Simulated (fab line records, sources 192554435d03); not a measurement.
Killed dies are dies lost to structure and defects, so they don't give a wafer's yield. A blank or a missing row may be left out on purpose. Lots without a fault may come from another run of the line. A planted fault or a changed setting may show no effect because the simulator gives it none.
Split-lot experiment | flow n5_finfet | 7 lots, 39 wafers read, on a route of 1938 steps

THE SPLIT
At N5_DUMMY_GATE_ETCH_31 (etches SiO2 in C4F6/O2, target depth 82.5 nm, time 27.5 s), the setting target_depth_a was moved away from the recipe's 825 angstrom on 15 of the 39 wafers read, by -12.5% to +10.7%. The other wafers ran this setting at the recipe's value.

The reading is taken at the split's own step.

THE READING
SOC_of_DUMMY_GATE_COAT_34.thk_nm (the simulator's own value, which no gauge read), in nm, at N5_DUMMY_GATE_ETCH_31 (etches SiO2 in C4F6/O2, target depth 82.5 nm, time 27.5 s). The file gives no usual value for it. The 24 wafers here that ran the recipe average 51.9 nm, standard deviation 0.35 nm.

wafer  | tool, chamber at the split | target_depth_a as run, angstrom | against the recipe | SOC_of_DUMMY_GATE_COAT_34.thk_nm, nm | against lot-mates on the recipe
L077.1 | rie_diel-02, 1             | 722.1                           | -12.5%             | 52.8                                 | +0.9
L077.2 | rie_diel-02, 2             | 825                             | recipe             | 52                                   | -
L077.3 | rie_diel-02, 0             | 722.1                           | -12.5%             | 52.6                                 | +0.7
L077.4 | rie_diel-02, 3             | 722.1                           | -12.5%             | 52.8                                 | +0.9
L077.5 | rie_diel-02, 1             | 825                             | recipe             | 51.8                                 | -
L077.6 | rie_diel-02, 2             | 825                             | recipe             | 52                                   | -
L079.1 | rie_diel-06, 1             | 825                             | recipe             | 52                                   | -
L079.2 | rie_diel-06, 2             | 786.1                           | -4.7%              | 52                                   | +0.1
L079.3 | rie_diel-06, 3             | 825                             | recipe             | 51.8                                 | -
L079.4 | rie_diel-06, 0             | 786.1                           | -4.7%              | 52.4                                 | +0.5
L079.5 | rie_diel-06, 1             | 786.1                           | -4.7%              | 52.4                                 | +0.5
L079.6 | rie_diel-06, 2             | 825                             | recipe             | 52                                   | -
L080.1 | rie_diel-04, 0             | 759.4                           | -8.0%              | 53                                   | +1.0
L080.2 | rie_diel-04, 1             | 825                             | recipe             | 52.2                                 | -
L080.3 | rie_diel-04, 2             | 825                             | recipe             | 51.6                                 | -
L080.4 | rie_diel-04, 0             | 825                             | recipe             | 52.2                                 | -
L080.5 | rie_diel-04, 1             | 759.4                           | -8.0%              | 52.8                                 | +0.8
L080.6 | rie_diel-04, 2             | 759.4                           | -8.0%              | 52.4                                 | +0.4
L083.1 | rie_diel-04, 1             | 825                             | recipe             | 51.6                                 | -
L083.2 | rie_diel-04, 3             | 825                             | recipe             | 51.4                                 | -
L083.3 | rie_diel-04, 0             | 825                             | recipe             | 51.8                                 | -
L083.4 | rie_diel-04, 3             | 825                             | recipe             | 51.4                                 | -
L083.5 | rie_diel-04, 1             | 825                             | recipe             | 51.6                                 | -
L083.6 | rie_diel-04, 0             | 825                             | recipe             | 51.6                                 | -
L086.1 | rie_diel-06, 1             | 825                             | recipe             | 52.4                                 | -
L086.2 | rie_diel-06, 0             | 825                             | recipe             | 52.4                                 | -
L086.3 | rie_diel-06, 2             | 825                             | recipe             | 52.4                                 | -
L086.4 | rie_diel-06, 3             | 913.2                           | +10.7%             | 51.4                                 | -1.0
L086.5 | rie_diel-06, 1             | 913.2                           | +10.7%             | 51.6                                 | -0.8
L086.6 | rie_diel-06, 0             | 913.2                           | +10.7%             | 51.6                                 | -0.8
L087.1 | rie_diel-04, 2             | 885                             | +7.3%              | 50.6                                 | -0.7
L087.2 | rie_diel-04, 1             | 885                             | +7.3%              | 51.2                                 | -0.1
L087.3 | rie_diel-04, 3             | 885                             | +7.3%              | 50.6                                 | -0.7
L087.4 | rie_diel-04, 3             | 825                             | recipe             | 51.2                                 | -
L087.5 | rie_diel-04, 2             | 825                             | recipe             | 51.2                                 | -
L087.6 | rie_diel-04, 1             | 825                             | recipe             | 51.6                                 | -
L090.2 | rie_diel-06, 2             | 825                             | recipe             | 52                                   | -
L090.4 | rie_diel-06, 1             | 825                             | recipe             | 52.2                                 | -
L090.5 | rie_diel-06, 1             | 825                             | recipe             | 52                                   | -

THE FIT
A straight line over all 39 wafers: SOC_of_DUMMY_GATE_COAT_34.thk_nm changes by -0.0756 nm for each +1% of target_depth_a; r = -0.75; the points scatter about the line by 0.38 nm.
The same after taking each lot's own level away (the mean of its wafers on the recipe; 39 wafers): -0.0749 nm for each +1%; r = -0.92; scatter 0.18 nm.
On that fit, the largest move of target_depth_a shifts the reading by 0.93 nm.
The lots' own levels span 51.33 to 52.40 nm, that is 3.0 times the standard deviation above.
So the lot-to-lot level blurs the effect unless lot-mates are compared.
Check: with one of the wafers moved furthest among these (-12.5%) left out of the fit, the line predicts +0.939 nm for it against its lot-mates. It came out at +0.867 nm against them.

OTHER SPLITS ON THESE WAFERS
These wafers also went through other splits before the reading. Each is held against what the fit with the lots' levels taken away leaves over:
other split on the same wafers | wafers away from the commonest value | r with SOC_of_DUMMY_GATE_COAT_34.thk_nm (lot level and that fit taken away)
N5_FIN_CUT_CUT_ETCH_26 time_s  | 12                                   | +0.11
N5_DUMMY_GATE_ETCH_37 source_w | 15                                   | -0.14

THE WHOLE CHAIN: every reading that the file lists as answering this split, in the file's order
step                  | what it does                                              | reading                                                                           | change (the file's fit)                | r (the file's)
N5_DUMMY_GATE_ETCH_31 | etches SiO2 in C4F6/O2, target depth 82.5 nm, time 27.5 s | etch.depth_nm (the simulator's own value, which no gauge read)                    | +0.8 nm for each +1% of the setting    | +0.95
N5_DUMMY_GATE_ETCH_31 | etches SiO2 in C4F6/O2, target depth 82.5 nm, time 27.5 s | SOC_of_DUMMY_GATE_COAT_34.thk_nm (the simulator's own value, which no gauge read) | -0.0748 nm for each +1% of the setting | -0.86

THE FILE'S OWN FIT
SOC_of_DUMMY_GATE_COAT_34.thk_nm changes by -0.0748 nm for each +1% of target_depth_a, r = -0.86.
